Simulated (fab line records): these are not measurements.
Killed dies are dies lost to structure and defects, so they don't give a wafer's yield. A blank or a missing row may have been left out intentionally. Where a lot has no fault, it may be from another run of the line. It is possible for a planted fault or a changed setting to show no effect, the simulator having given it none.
Chamber matching :: flow nand_harc :: cmp-02 running NHARC_P_M0_CMP_23: 4 sister chambers
The step polishes, t overpolish 20 s, target thk 117.54 nm. 4 wafers are shown with their chamber, then 7 later ones without.

## EACH WAFER AND ITS CHAMBER
wafer: L960.3
chamber: 1
motor_current_A (A): 10.7

wafer: L972.1
chamber: 2
motor_current_A (A): 13.4

wafer: L972.3
chamber: 3
motor_current_A (A): 12.7

wafer: L973.5
chamber: 0
motor_current_A (A): 10.9

## WAFERS WITH NO CHAMBER GIVEN
wafer: L973.6
motor_current_A (A): 11.0

wafer: L975.1
motor_current_A (A): 11.5

wafer: L975.2
motor_current_A (A): 13.9

wafer: L975.3
motor_current_A (A): 11.1

wafer: L974.1
motor_current_A (A): 13.1

wafer: L974.3
motor_current_A (A): 11.0

wafer: L974.4
motor_current_A (A): 11.0

## EACH ONE'S CHAMBER
wafer: L973.6
from the rows above: can't be placed: 0 or 1
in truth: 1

wafer: L975.1
from the rows above: can't be placed: 0 or 1 or 3
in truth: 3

wafer: L975.2
from the rows above: 2
in truth: 2

wafer: L975.3
from the rows above: can't be placed: 0 or 1
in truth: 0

wafer: L974.1
from the rows above: can't be placed: 2 or 3
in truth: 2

wafer: L974.3
from the rows above: can't be placed: 0 or 1
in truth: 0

wafer: L974.4
from the rows above: can't be placed: 0 or 1
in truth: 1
Correctly placed: 1 of 7. From these rows, 6 cannot be placed; in 6 the true chamber is one of the candidates. 0 placed wrongly.
How it was worked out, from the rows above alone: a wafer's distance from a chamber is the root of the sum, over the readings, of the square of ((its reading less the chamber's mean) divided by the reading's scatter). The wafer belongs to the nearest chamber; if the next one is less than 2 further off, it can't be placed. For every chamber, the mean is computed from those of its wafers that are shown. The scatter (one wafer shown for each chamber): square how far every hidden wafer sits from the nearest shown wafer, average those squares and take the square root.
